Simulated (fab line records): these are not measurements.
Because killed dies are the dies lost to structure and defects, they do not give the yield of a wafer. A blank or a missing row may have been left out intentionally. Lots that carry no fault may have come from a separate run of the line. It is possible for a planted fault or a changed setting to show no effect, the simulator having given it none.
Matching of chambers    flow n5-finfet    rie-diel-01 running N5_BEOL_M1_ETCH_69: 4 sister chambers
The step etches SiARC in CF4, target depth 15.6 nm, time 26 s. 8 wafers are shown with their chamber, then 9 later ones without.

WAFERS WITH THEIR CHAMBER
wafer   chamber  throttle-valve-pct (%)  drypump-motor-current-A (A)
L074.2  1        15.67                   5.55
L078.5  1        15.67                   5.60
L078.6  2        15.76                   5.67
L080.1  0        15.72                   5.08
L080.6  2        15.77                   5.70
L086.1  3        15.37                   5.68
L086.4  0        15.73                   5.09
L086.5  3        15.36                   5.68

WAFERS WITHOUT THEIR CHAMBER
wafer   throttle-valve-pct (%)  drypump-motor-current-A (A)
L089.1  15.36                   5.66
L089.2  15.83                   5.68
L089.5  15.36                   5.65
L092.1  15.37                   5.68
L092.3  15.85                   5.68
L092.5  15.36                   5.67
L097.2  15.78                   5.07
L097.4  15.38                   5.65
L097.6  15.78                   5.07

WHICH CHAMBER EACH WENT THROUGH
wafer   from the rows above  in truth
L089.1  3                    3
L089.2  2                    2
L089.5  3                    3
L092.1  3                    3
L092.3  2                    2
L092.5  3                    3
L097.2  0                    0
L097.4  3                    3
L097.6  0                    0
Correctly placed: 9 of 9. Not placeable from these rows: 0. Number placed wrongly: 0.
How it was worked out, from the rows above alone: a wafer's distance from a chamber is the root of the sum, over the readings, of the square of ((its reading less the chamber's mean) divided by the reading's scatter). The wafer belongs to the nearest chamber; if the next one is less than 2 further off, it can't be placed. The mean given for a chamber averages the wafers shown for that chamber. The scatter is the square root of a quotient: the sum, over the shown wafers, of each reading's squared deviation from its chamber's mean, divided by wafers minus chambers.
